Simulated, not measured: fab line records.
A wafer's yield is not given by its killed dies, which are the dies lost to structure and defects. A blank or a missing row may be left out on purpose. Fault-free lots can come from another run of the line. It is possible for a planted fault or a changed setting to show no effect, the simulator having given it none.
fab line records	flow n5_finfet
record lots=7	wafers=19	last_day=20
route steps=1938 shown MOL_CONTACT_COAG@566 BEOL_M4@1111 PASSIVATION@1936
lots with no fault: from the same line, run without faults
start_h: the number of hours between the record's first day and the start of the first shown wafer of the lot	wait_h: hours elapsed since this lot's preceding step	" identical to the entry in the row above	L1.1+2: a single row standing in for several wafers	- no value, or no start given	* or withheld: withheld	< > ~ a bound
route shown NAME@n: a module of which the file shows steps, and the number in the route of the first	usual: mean/standard deviation taken from wafers without a fault	same: alike in all rows	chamber/n: place in a boat	sites: each site's reading	_std_site: standard deviation across them	_edge_site: mean of outer sites minus mean of inner sites	radius_mm: for every site, how far away it sits from the centre of the wafer	mask NAME#n: copy n	behind: the most recent tool/chamber to have shaped the wafer	hold: the reason the lot was held/the length of the hold in hours/how it ended	device: the transistor (n, p or np) that didn't switch	end of line: the route-end tests of the same wafers	a step given without rows: its recipe and nothing more	killed: the dies lost at the first sort to structure and to defects; this is not the yield of the wafer	map: a wafer's dies, x killed, . not, _ none there
set.NAME: setting as actually run; set.NAME@STEP: the setting as run at that earlier step	model.NAME: the simulator's own value behind a step, which no gauge read
lots seen at some steps along the route; tables by step, rows by wafer
services: when a tool's chamber went out of use (start_h, in hours from the record's first day, below 0 if earlier), for how many hours, and the reason
## steps
# step N5_MOL_CONTACT_COAG_COAT_77
# recipe resist=underlayer	temp_c=205	time_s=60	spin_rpm=1500	resist_thk_nm=10
# step N5_MOL_CONTACT_COAG_COAT_78
# recipe resist=CAR-EUV	spin_rpm=1500	resist_thk_nm=40
# step N5_MOL_CONTACT_COAG_EBR_80
# recipe solvent=PGMEA	ebr_width_mm=1.5
# step N5_MOL_CONTACT_COAG_SOFTBAKE_79
# recipe temp_c=110	time_s=60	resist=CAR-EUV
# step N5_MOL_CONTACT_COAG_EXPOSE_81
# recipe mask_id=VG	na=0.33	source_shape=annular	sigma_inner=0.3	sigma_outer=0.7	polarization=unpolarized	defocus_nm=0	dose_mj=59.5
# step N5_MOL_CONTACT_COAG_PEB_82
# recipe peb_temp_c=100	peb_time_s=60	resist=CAR-EUV
# step N5_MOL_CONTACT_COAG_DEVELOP_83
# recipe develop_time_s=30	developer=TMAH	resist=CAR-EUV	rinse_liquid=surfactant_rinse	dry=air_spin	dev_temp_c=23
# step N5_MOL_CONTACT_COAG_CD_MEAS_84
# recipe target_cd_nm=25.1	landing_energy_ev=500	detector=se_inlens	polarity=opening
# usual cd_nm=25.09/0.23
lot.wafer	tool	chamber	start_h	wait_h	cd_nm
L563.2	cd_sem-01	0	158.35	-	24.90
L563.3	"	0	"	"	25.26
L563.6	"	0	"	"	25.20
L566.1	cd_sem-03	0	171.00	-	25.17
L566.2	"	0	"	"	25.29
L566.6	"	0	"	"	25.41
L567.1	cd_sem-02	0	175.72	-	24.74
L567.3	"	0	"	"	24.93
L567.5	"	0	"	"	24.93
L575.1	cd_sem-03	0	223.31	-	25.34
L575.3	"	0	"	"	25.03
L574.1	cd_sem-03	0	223.49	-	25.09
L574.4	"	0	"	"	24.79
L576.3	cd_sem-02	0	231.17	-	24.87
L576.5	"	0	"	"	25.13
L576.6	"	0	"	"	25.25
L577.1	cd_sem-01	0	236.43	-	24.96
L577.4	"	0	"	"	25.35
L577.6	"	0	"	"	24.83
# step N5_MOL_CONTACT_COAG_OVL_MEAS_85
# recipe points_per_wafer=522
# usual VG_OVL=0.4/0.74
# same points_per_wafer=522
lot.wafer	tool	chamber	start_h	wait_h	VG_OVL[nm]
L563.2	overlay-02	0	158.39	0.0	0.6
L563.3	"	0	"	"	0.3
L563.6	"	0	"	"	1.0
L566.1	overlay-01	0	171.03	0.0	0.7
L566.2	"	0	"	"	0.5
L566.6	"	0	"	"	0.6
L567.1	overlay-02	0	175.76	0.0	0.8
L567.3	"	0	"	"	0.2
L567.5	"	0	"	"	0.6
L575.1	overlay-01	0	223.34	0.0	0.4
L575.3	"	0	"	"	1.1
L574.1	overlay-01	0	223.52	0.0	-0.2
L574.4	"	0	"	"	1.4
L576.3	overlay-02	0	231.21	0.0	2.1
L576.5	"	0	"	"	1.4
L576.6	"	0	"	"	1.6
L577.1	overlay-01	0	236.46	0.0	0.9
L577.4	"	0	"	"	0.5
L577.6	"	0	"	"	1.5
# step N5_MOL_CONTACT_COAG_INSPECT_57
# recipe mode=adi	inspect_instrument=brightfield
# usual raw_defect_count=193/44
lot.wafer	tool	chamber	start_h	wait_h	raw_defect_count
L563.2	defect_inspect-02	-	158.44	0.0	180
L563.3	"	-	"	"	208
L563.6	"	-	"	"	155
L566.1	defect_inspect-02	-	171.09	0.1	164
L566.2	"	-	"	"	159
L566.6	"	-	"	"	171
L567.1	defect_inspect-02	-	175.81	0.1	188
L567.3	"	-	"	"	161
L567.5	"	-	"	"	215
L575.1	defect_inspect-01	-	223.40	0.1	288
L575.3	"	-	"	"	226
L574.1	defect_inspect-01	-	223.58	0.1	108
L574.4	"	-	"	"	175
L576.3	defect_inspect-02	-	231.26	0.0	100
L576.5	"	-	"	"	160
L576.6	"	-	"	"	133
L577.1	defect_inspect-01	-	236.52	0.1	207
L577.4	"	-	"	"	125
L577.6	"	-	"	"	266
# step N5_MOL_CONTACT_COAG_DESCUM_88
# recipe chemistry=O2	time_s=7	source_power_w=50	bias_power_w=20	pressure_mtorr=20	rf_frequency_hz=2.712e+07	temp_c=40	resist=CAR-EUV	o2_flow_sccm=225
# usual drypump_motor_current_A=5.8/0.55	oes_product_au=0.79/0.096	rf_fwd_power_W=49.45/0.26	rf_vpp_V=243.2/1.3	showerhead_plenum_p_Torr=2.09/0.058	temp_c=40.00/0.1	throttle_valve_pct=20.40/0.25
# same time_s=7
lot.wafer	tool	chamber	start_h	wait_h	drypump_motor_current_A	oes_product_au	rf_fwd_power_W	rf_hours_counter_h	rf_vpp_V	showerhead_plenum_p_Torr	temp_c	throttle_valve_pct
L563.2	rie_diel-01	0	158.47	0.0	6.0	0.91	49.03	18	242.2	2.05	39.96	20.22
L563.3	"	2	"	"	5.2	0.86	49.56	57	245.3	2.13	40.02	20.65
L563.6	"	0	"	"	6.0	0.90	48.89	-	241.1	2.05	39.93	20.23
L566.1	rie_diel-01	0	171.39	0.3	6.0	0.90	48.78	21	242.4	2.04	40.12	20.25
L566.2	"	3	"	"	5.8	0.72	49.83	195	243.3	2.07	39.97	20.56
L566.6	"	1	"	"	6.5	0.99	49.65	-	242.0	2.06	39.84	20.11
L567.1	rie_diel-03	2	175.85	0.0	6.5	0.69	49.49	229	243.9	2.16	39.97	20.64
L567.3	"	3	"	"	6.2	0.73	49.42	182	243.7	2.09	40.21	20.24
L567.5	"	0	"	"	5.2	0.73	49.60	-	241.7	2.07	39.95	20.00
L575.1	rie_diel-03	3	223.69	0.3	6.3	0.72	49.57	196	243.4	2.08	39.99	20.26
L575.3	"	0	"	"	5.2	0.72	49.50	194	242.1	2.06	40.00	20.02
L574.1	rie_diel-03	2	223.80	0.2	6.5	0.69	49.42	242	244.2	2.15	40.12	20.65
L574.4	"	0	"	"	5.2	0.72	49.66	194	241.6	2.07	40.08	20.03
L576.3	rie_diel-03	0	231.29	0.0	5.2	0.72	49.76	197	243.1	2.06	39.74	20.01
L576.5	"	1	"	"	4.9	0.84	49.49	-	243.5	2.20	40.03	20.46
L576.6	"	0	"	"	5.2	0.72	49.60	-	243.7	2.06	39.98	20.01
L577.1	rie_diel-01	3	236.67	0.2	5.8	0.71	49.58	216	243.7	2.07	39.93	20.58
L577.4	"	2	"	"	5.2	0.83	49.28	-	243.3	2.12	39.93	20.67
L577.6	"	3	"	"	5.8	0.70	49.69	-	243.1	2.07	39.82	20.61
# step N5_MOL_CONTACT_COAG_ETCH_89
# recipe chemistry=N2/H2	target=underlayer	target_depth_a=130	mask_material=CAR-EUV	time_s=10.4	ion_energy_ev=200	pressure_mtorr=30	source_w=840	bias_w=150	n2_flow_sccm=200	h2_flow_sccm=200	ends=cleared
# usual drypump_motor_current_A=5.8/0.55	etch_rf_on_time_s=10.43/0.15	oes_product_au=0.67/0.081	rf_fwd_power_W=818.7/2.8	rf_vpp_V=523.9/2.1	showerhead_plenum_p_Torr=2.54/0.07	throttle_valve_pct=17.83/0.24
lot.wafer	tool	chamber	start_h	wait_h	drypump_motor_current_A	etch_rf_on_time_s	oes_product_au	rf_fwd_power_W	rf_hours_counter_h	rf_vpp_V	showerhead_plenum_p_Torr	throttle_valve_pct
L563.2	rie_diel-01	0	158.51	0.0	6.0	10.59	0.76	818.4	18	522.6	2.49	17.74
L563.3	"	2	"	"	5.2	10.50	0.73	820.8	57	524.5	2.58	18.04
L563.6	"	0	"	"	6.0	10.48	0.76	816.4	-	521.6	2.49	17.73
L566.1	rie_diel-01	0	171.42	0.0	6.0	10.42	0.76	816.3	21	522.6	2.49	17.75
L566.2	"	3	"	"	5.8	10.46	0.62	819.3	195	523.3	2.52	17.99
L566.6	"	1	"	"	6.6	10.24	0.83	815.0	-	523.1	2.49	17.38
L567.1	rie_diel-03	2	175.88	0.0	6.5	10.40	0.60	817.7	229	526.6	2.61	18.03
L567.3	"	3	"	"	6.3	10.49	0.63	822.5	182	523.4	2.53	17.66
L567.5	"	0	"	"	5.2	10.55	0.62	815.8	-	523.0	2.53	17.53
L575.1	rie_diel-03	3	223.73	0.0	6.3	10.68	0.62	821.3	196	526.3	2.53	17.68
L575.3	"	0	"	"	5.2	10.55	0.61	816.6	194	523.7	2.53	17.56
L574.1	rie_diel-03	2	223.84	0.0	6.5	10.47	0.59	817.8	242	524.9	2.61	18.02
L574.4	"	0	"	"	5.2	10.55	0.61	820.5	194	524.0	2.53	17.57
L576.3	rie_diel-03	0	231.32	0.0	5.2	10.46	0.61	814.7	197	523.6	2.52	17.56
L576.5	"	1	"	"	4.9	10.23	0.72	819.0	-	528.3	2.69	17.80
L576.6	"	0	"	"	5.2	10.57	0.60	814.6	-	524.0	2.52	17.54
L577.1	rie_diel-01	3	236.71	0.0	5.8	10.34	0.60	817.7	216	522.0	2.51	18.06
L577.4	"	2	"	"	5.2	10.47	0.71	823.7	-	525.2	2.57	18.09
L577.6	"	3	"	"	5.7	10.40	0.61	823.0	-	523.9	2.51	18.05
# step N5_MOL_CONTACT_COAG_ETCH_90
# recipe chemistry=CF4	target=SiARC	target_depth_a=130	mask_material=CAR-EUV	time_s=21.7	ion_energy_ev=80	pressure_mtorr=40	source_w=545	bias_w=36	Ar_flow_sccm=100	cf4_flow_sccm=100	ends=cleared
# usual drypump_motor_current_A=5.8/0.56	etch_rf_on_time_s=21.7/0.33	mfc_ar_sccm=100.0/0.3	oes_product_au=0.68/0.081	rf_fwd_power_W=532.3/2	rf_vpp_V=184.1/1.1	showerhead_plenum_p_Torr=2.14/0.056	throttle_valve_pct=15.60/0.22
lot.wafer	tool	chamber	start_h	wait_h	drypump_motor_current_A	etch_rf_on_time_s	mfc_ar_sccm	oes_product_au	rf_fwd_power_W	rf_hours_counter_h	rf_vpp_V	showerhead_plenum_p_Torr	throttle_valve_pct
L563.2	rie_diel-01	0	158.53	0.0	6.0	21.4	99.6	0.77	530.6	18	183.1	2.10	15.37
L563.3	"	2	"	"	5.2	21.4	100.2	0.74	530.2	57	185.3	2.17	15.72
L563.6	"	0	"	"	6.0	21.6	99.5	0.77	532.3	-	183.8	2.10	15.37
L566.1	rie_diel-01	0	171.44	0.0	6.0	21.9	100.2	0.75	535.2	21	182.2	2.10	15.36
L566.2	"	3	"	"	5.7	21.9	99.9	0.61	533.0	195	183.2	2.12	15.81
L566.6	"	1	"	"	6.5	21.6	100.1	0.83	532.6	-	184.5	2.11	15.24
L567.1	rie_diel-03	2	175.90	0.0	6.5	21.6	100.4	0.60	531.1	229	184.1	2.20	15.80
L567.3	"	3	"	"	6.2	21.9	100.0	0.62	530.2	182	182.7	2.13	15.47
L567.5	"	0	"	"	5.2	21.6	100.4	0.62	536.1	-	185.2	2.14	15.36
L575.1	rie_diel-03	3	223.75	0.0	6.3	22.2	100.3	0.61	532.7	196	184.8	2.13	15.48
L575.3	"	0	"	"	5.2	26.8	99.6	0.55	536.6	194	184.0	2.13	15.39
L574.1	rie_diel-03	2	223.86	0.0	6.5	21.7	99.9	0.59	533.0	242	182.4	2.19	15.82
L574.4	"	0	"	"	5.2	26.4	99.9	0.55	535.7	194	185.0	2.13	15.40
L576.3	rie_diel-03	0	231.34	0.0	5.2	26.9	99.9	0.55	534.7	197	186.5	2.13	15.37
L576.5	"	1	"	"	4.9	21.6	100.2	0.72	530.5	-	185.6	2.25	15.63
L576.6	"	0	"	"	5.2	22.3	100.1	0.60	533.9	-	184.1	2.13	15.39
L577.1	rie_diel-01	3	236.73	0.0	5.7	21.5	100.3	0.60	530.1	216	184.0	2.12	15.84
L577.4	"	2	"	"	5.2	21.7	100.7	0.72	533.0	-	184.6	2.17	15.77
L577.6	"	3	"	"	5.8	21.4	99.7	0.61	530.8	-	184.6	2.12	15.86
# step N5_MOL_CONTACT_COAG_ALD_131
# recipe material=SiO2	target_thk_a=50	temp_c=100	ald_precursor_family=BDEAS	ald_co_reactant=O2-plasma	pulse_time_s=1	co_reactant_pulse_time_s=1	purge_time_s=2	co_reactant_purge_time_s=2	ald_cycles=35	pressure_torr=2
# usual heater_power_w=78/7.4	precursor_pulse_height_rel=1.003/0.019
lot.wafer	tool	chamber	start_h	wait_h	heater_power_w	precursor_pulse_height_rel
L563.2	ald_sin-01	3	158.61	0.1	79	0.994
L563.3	"	2	"	"	85	0.991
L563.6	"	3	"	"	80	0.978
L566.1	ald_sin-03	2	171.52	0.1	72	0.977
L566.2	"	1	"	"	71	0.981
L566.6	"	2	"	"	71	1.016
L567.1	ald_sin-01	3	175.98	0.1	79	0.986
L567.3	"	1	"	"	85	0.957
L567.5	"	3	"	"	79	1.007
L575.1	ald_sin-03	0	223.83	0.1	85	1.020
L575.3	"	2	"	"	69	1.007
L574.1	ald_sin-01	1	223.94	0.1	79	1.047
L574.4	"	0	"	"	72	0.989
L576.3	ald_sin-03	0	231.42	0.1	85	1.000
L576.5	"	0	"	"	85	0.995
L576.6	"	3	"	"	74	1.011
L577.1	ald_sin-03	0	236.88	0.1	84	1.023
L577.4	"	1	"	"	71	1.022
L577.6	"	0	"	"	85	1.039
# step N5_BEOL_M4_RC_MEAS_101
# usual DIBL_N=36.6/1.1	DIBL_P=36.7/1.5	IOFF_N=0.155/0.019	IOFF_P=0.208/0.025	ION_N=673/8.5	ION_P=462/5.9	SS_N=71.6/0.58	SS_P=73.5/0.51	VT_N=250.7/2.4	VT_P=-251/3
lot.wafer	tool	chamber	start_h	wait_h	DIBL_N[mV/V]	DIBL_P[mV/V]	IOFF_N[nA/um]	IOFF_P[nA/um]	ION_N[uA/um]	ION_P[uA/um]	SS_N[mV/dec]	SS_P[mV/dec]	VT_N[mV]	VT_P[mV]
L563.2	prober-01	0	258.42	0.2	37.6	39.9	0.171	0.231	681	465	72.0	73.8	251.3	-251
L563.3	"	0	"	"	35.2	36.6	0.134	0.184	656	452	71.9	72.9	256.9	-252
L563.6	"	0	"	"	36.6	38.2	0.157	0.207	678	459	72.0	73.7	251.2	-254
L567.1	prober-02	0	306.66	0.0	34.8	34.9	0.145	0.209	676	468	71.6	72.8	249.8	-250
L567.3	"	0	"	"	35.7	36.0	0.158	0.227	675	472	72.1	72.8	249.3	-249
L567.5	"	0	"	"	36.3	36.2	0.171	0.227	664	458	71.3	73.5	248.0	-247
L566.1	prober-01	0	313.24	0.0	36.7	36.0	0.140	0.198	668	464	72.0	73.2	253.3	-254
L566.2	"	0	"	"	37.6	37.6	0.154	0.222	666	458	71.7	73.8	251.4	-251
L566.6	"	0	"	"	36.3	36.6	0.139	0.204	672	469	72.1	74.2	253.7	-253
L574.1	prober-01	0	347.47	0.0	36.1	36.9	0.139	0.214	662	459	71.3	73.8	252.5	-247
L574.4	"	0	"	"	36.4	37.1	0.151	0.218	670	459	71.2	73.6	251.3	-249
L575.1	prober-01	0	362.52	0.0	38.1	38.4	0.175	0.242	679	469	72.2	73.8	251.6	-250
L575.3	"	0	"	"	38.3	38.0	0.182	0.255	688	470	71.6	74.1	247.4	-248
L577.1	prober-02	0	366.40	0.0	36.3	34.9	0.152	0.199	687	472	70.9	72.6	248.6	-251
L577.4	"	0	"	"	34.9	34.0	0.128	0.185	677	464	70.3	73.4	254.5	-254
L577.6	"	0	"	"	37.9	37.4	0.179	0.235	690	464	71.2	73.7	248.6	-250
L576.3	prober-02	0	372.35	0.3	37.1	38.0	0.176	0.185	674	450	71.6	73.0	249.9	-257
L576.5	"	0	"	"	33.8	33.8	0.120	0.137	663	445	70.9	72.6	255.7	-262
L576.6	"	0	"	"	37.8	38.6	0.186	0.206	683	455	71.5	73.8	249.4	-254
# step N5_PASSIVATION_PROBE_49
# usual defect_limited_yield=91.2/1.4	killed_at_M0_to_M3=36/11	killed_at_M4_up=14/5.6	killed_at_contacts=12/5.9	killed_at_front_end=38/13	killed_at_other=3.5/2.7	killed_dies=104/17	killed_open=68/12	killed_short=34/8.2	sort_bin_5_function=5.1/0.95	sort_bin_6_memory=3.3/0.7	sort_n_pass=1076/17	sort_yield_pct=91.2/1.4
# same gross_dies=1180	killed_at_back_side=0	sort_bin_4_leakage[%]=0	sort_bin_8_speed[%]=0
lot.wafer	tool	chamber	start_h	wait_h	defect_limited_yield[%]	killed_at_M0_to_M3	killed_at_M4_up	killed_at_contacts	killed_at_front_end	killed_at_other	killed_dies	killed_open	killed_short	sort_bin_5_function[%]	sort_bin_6_memory[%]	sort_n_pass	sort_yield_pct[%]
L563.2	prober-01	-	373.83	0.1	91.8	34	21	8	26	8	97	65	30	5.2	2.8	1083	91.8
L563.3	prober-01	-	373.88	0.1	91.9	23	15	26	22	9	95	60	35	5.3	2.6	1085	91.9
L563.6	prober-01	-	374.03	0.3	90.8	57	6	20	18	7	108	71	36	5.3	3.6	1072	90.8
# killed by level:class
L563.2 BEOL_M2:geometric_particle:open=10 BEOL_M4:geometric_particle:open=8 MOL_CONTACT_COAG:geometric_particle:open=7 GATE_CUT:geometric_particle:short=6 FIN_SAQP:geometric_particle:open=5 STI_FIN_REVEAL:geometric_particle:open=5 BEOL_M1:geometric_particle:open=4 BEOL_M1:geometric_particle:short=4
L563.3 MOL_CONTACT_COAG:geometric_particle:open=23 BEOL_M2:geometric_particle:open=8 BEOL_M4:geometric_particle:open=6 BEOL_M2:geometric_particle:short=6 STI_FIN_REVEAL:geometric_particle:open=4 GATE_CUT:geometric_particle:short=3 MOL_CONTACT_COAG:geometric_particle:short=3 BEOL_M0_SAQP:geometric_particle:short=3
L563.6 MOL_CONTACT_COAG:geometric_particle:open=17 BEOL_M3:geometric_particle:open=14 BEOL_M0_SAQP:geometric_particle:open=11 BEOL_M0_SAQP:geometric_particle:short=11 BEOL_M2:geometric_particle:open=7 MIM_TOP_ETCH:geometric_particle:short=5 STARTING-WAFER:geometric_particle:open=5 BEOL_M2:geometric_particle:short=4
## services
tool	chamber	start_h	hours	kind
rie_diel-01	1	135.93	-	clean
rie_diel-01	1	135.93	-	consumable_replace:focus_ring
rie_diel-01	1	135.93	17.1	scheduled_down
rie_diel-01	1	135.93	17.1	vent_cycle
ald_sin-01	3	151.62	5.5	repair
ald_sin-01	3	162.58	5.4	repair
ald_sin-01	0	168.02	19.7	repair
ald_sin-01	-	176.75	14.0	pm
ald_sin-01	1	176.75	14.0	vent_cycle
ald_sin-01	2	176.75	14.0	vent_cycle
ald_sin-01	3	176.75	14.0	vent_cycle
ald_sin-01	0	190.75	-	clean
ald_sin-01	1	190.75	-	clean
ald_sin-01	2	190.75	-	clean
ald_sin-01	3	190.75	-	clean
ald_sin-03	1	207.66	5.8	repair
ald_sin-03	0	214.54	3.8	repair
rie_diel-01	1	219.97	25.1	repair
ald_sin-01	-	231.21	1.0	repair
## key
first_sign step=N5_MOL_CONTACT_COAG_ETCH_90	reading=etch_rf_on_time_s	direction=up	sigmas=15	usual=*	struck=*
effect none on later readings
met_at N5_MOL_CONTACT_COAG_ETCH_90
struck_wafers L574.4,L575.3,L576.3
onset_between 175.90 223.75
fault kind=process_parameter_drift	tool=rie_diel-03	chamber=-	onset_h=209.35	steps=N5_MOL_CONTACT_COAG_ETCH_90	channel=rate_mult	offset=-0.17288	shape=step	end_h=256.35	scope=struck_wafers_only
